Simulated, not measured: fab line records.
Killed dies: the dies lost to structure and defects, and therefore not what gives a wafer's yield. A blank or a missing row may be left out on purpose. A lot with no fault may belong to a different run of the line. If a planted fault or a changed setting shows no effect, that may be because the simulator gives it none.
Chamber matching + flow n5_finfet + 4 sister chambers for N5_FIN_CUT_ETCH_21 on rie_diel-05
The step etches SOC in N2/H2, target depth 219 nm, overetch 43.8 nm, time 523.5 s. 20 wafers are shown with their chamber, then 10 later ones without.

== WAFERS WITH THEIR CHAMBER ==
| wafer  | chamber | throttle_valve_pct (%) | showerhead_plenum_p_Torr (Torr) | oes_product_au (a.u.) |
|--------|---------|------------------------|---------------------------------|-----------------------|
| L076.2 | 3       | 17.74                  | 2.47                            | 0.75                  |
| L076.4 | 2       | 17.79                  | 2.44                            | 0.70                  |
| L076.6 | 3       | 17.74                  | 2.47                            | 0.74                  |
| L077.1 | 3       | 17.75                  | 2.47                            | 0.74                  |
| L077.3 | 1       | 18.25                  | 2.53                            | 0.65                  |
| L077.5 | 3       | 17.75                  | 2.47                            | 0.75                  |
| L080.1 | 2       | 17.83                  | 2.44                            | 0.68                  |
| L080.3 | 1       | 18.26                  | 2.53                            | 0.64                  |
| L080.6 | 3       | 17.76                  | 2.46                            | 0.74                  |
| L085.2 | 2       | 17.82                  | 2.44                            | 0.68                  |
| L085.4 | 2       | 17.82                  | 2.44                            | 0.68                  |
| L085.6 | 0       | 17.46                  | 2.49                            | 0.86                  |
| L086.1 | 3       | 17.77                  | 2.46                            | 0.73                  |
| L086.2 | 0       | 17.48                  | 2.49                            | 0.85                  |
| L086.4 | 2       | 17.84                  | 2.44                            | 0.67                  |
| L087.2 | 1       | 18.28                  | 2.52                            | 0.64                  |
| L087.5 | 2       | 17.83                  | 2.44                            | 0.67                  |
| L087.6 | 1       | 18.28                  | 2.52                            | 0.64                  |
| L089.2 | 1       | 18.28                  | 2.52                            | 0.64                  |
| L089.3 | 2       | 17.83                  | 2.44                            | 0.67                  |

SIGNATURES, as means of the wafers listed above
| reading                  | chamber 0 | chamber 1 | chamber 2 | chamber 3 | scatter within a chamber |
|--------------------------|-----------|-----------|-----------|-----------|--------------------------|
| throttle_valve_pct       | 17.4700   | 18.2700   | 17.8229   | 17.7517   | 0.0142                   |
| showerhead_plenum_p_Torr | 2.4900    | 2.5240    | 2.4400    | 2.4667    | 0.00398                  |
| oes_product_au           | 0.8550    | 0.6420    | 0.6786    | 0.7417    | 0.00829                  |
Rule: for each reading, subtract the chamber's mean from the wafer's reading, divide by that reading's scatter and square the result; add these up over the readings and take the root, which gives the wafer's distance from the chamber. The wafer belongs to the nearest chamber; if the next one is less than 2 further off, it can't be placed. The scatter is the square root of a quotient: the sum, over the shown wafers, of each reading's squared deviation from its chamber's mean, divided by wafers minus chambers.

== WAFERS WITHOUT THEIR CHAMBER ==
| wafer  | throttle_valve_pct (%) | showerhead_plenum_p_Torr (Torr) | oes_product_au (a.u.) |
|--------|------------------------|---------------------------------|-----------------------|
| L089.6 | 17.50                  | 2.49                            | 0.83                  |
| L093.1 | 18.29                  | 2.52                            | 0.63                  |
| L093.4 | 17.79                  | 2.45                            | 0.72                  |
| L093.5 | 17.86                  | 2.43                            | 0.68                  |
| L094.2 | 18.29                  | 2.51                            | 0.63                  |
| L094.3 | 17.80                  | 2.45                            | 0.72                  |
| L094.4 | 17.51                  | 2.48                            | 0.82                  |
| L096.2 | 17.85                  | 2.43                            | 0.67                  |
| L096.3 | 18.31                  | 2.51                            | 0.63                  |
| L096.6 | 17.88                  | 2.43                            | 0.67                  |

== THE CHAMBER EACH PASSED THROUGH ==
| wafer  | from the rows above     | in truth |
|--------|-------------------------|----------|
| L089.6 | 0                       | 0        |
| L093.1 | 1                       | 1        |
| L093.4 | can't be placed: 3 or 2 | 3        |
| L093.5 | 2                       | 2        |
| L094.2 | 1                       | 1        |
| L094.3 | can't be placed: 2 or 3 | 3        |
| L094.4 | 0                       | 0        |
| L096.2 | 2                       | 2        |
| L096.3 | 1                       | 1        |
| L096.6 | 2                       | 2        |
Correct placement for 8 of the 10. Unplaceable from these rows: 2, with the true chamber sitting among the candidates in 2. Placed wrongly: 0.
